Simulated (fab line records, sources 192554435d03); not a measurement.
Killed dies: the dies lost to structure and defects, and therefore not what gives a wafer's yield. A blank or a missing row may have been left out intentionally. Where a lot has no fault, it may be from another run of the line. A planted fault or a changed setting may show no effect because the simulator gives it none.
Matching of chambers    flow n5Finfet    N5_HKMG_FIN_ALD_75 on aldHk-01: 4 sister chambers
The step deposits Al2O3, target thk 1 nm, co reactant pulse time 1 s. 4 wafers are shown with their chamber, then 9 later ones without.

WAFERS PAIRED WITH THEIR CHAMBERS
wafer   chamber  heaterPowerW (W)
L080.6  2        179
L091.2  1        148
L091.5  0        152
L091.6  3        178

WAFERS MISSING THEIR CHAMBER
wafer   heaterPowerW (W)
L092.4  177
L092.5  147
L092.6  189
L094.1  183
L094.4  178
L094.5  183
L096.3  175
L096.4  188
L096.6  158

THE CHAMBER EACH PASSED THROUGH
wafer   from the rows above      in truth
L092.4  can't be placed: 3 or 2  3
L092.5  can't be placed: 1 or 0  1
L092.6  can't be placed: 2 or 3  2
L094.1  can't be placed: 2 or 3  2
L094.4  can't be placed: 3 or 2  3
L094.5  can't be placed: 2 or 3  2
L096.3  can't be placed: 3 or 2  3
L096.4  can't be placed: 2 or 3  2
L096.6  can't be placed: 0 or 1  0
Correctly placed: 0 of 9. Not placeable from these rows: 9 (in 9, the candidates include the true chamber). Wrongly placed: 0.
How it was worked out, from the rows above alone: a wafer's distance from a chamber is the root of the sum, over the readings, of the square of ((its reading less the chamber's mean) divided by the reading's scatter). If the next closest chamber is less than 2 further off than the closest, the wafer can't be placed; otherwise it belongs to the closest. For every chamber, the mean is computed from those of its wafers that are shown. The scatter (one wafer shown for each chamber): square how far every hidden wafer sits from the nearest shown wafer, average those squares and take the square root.
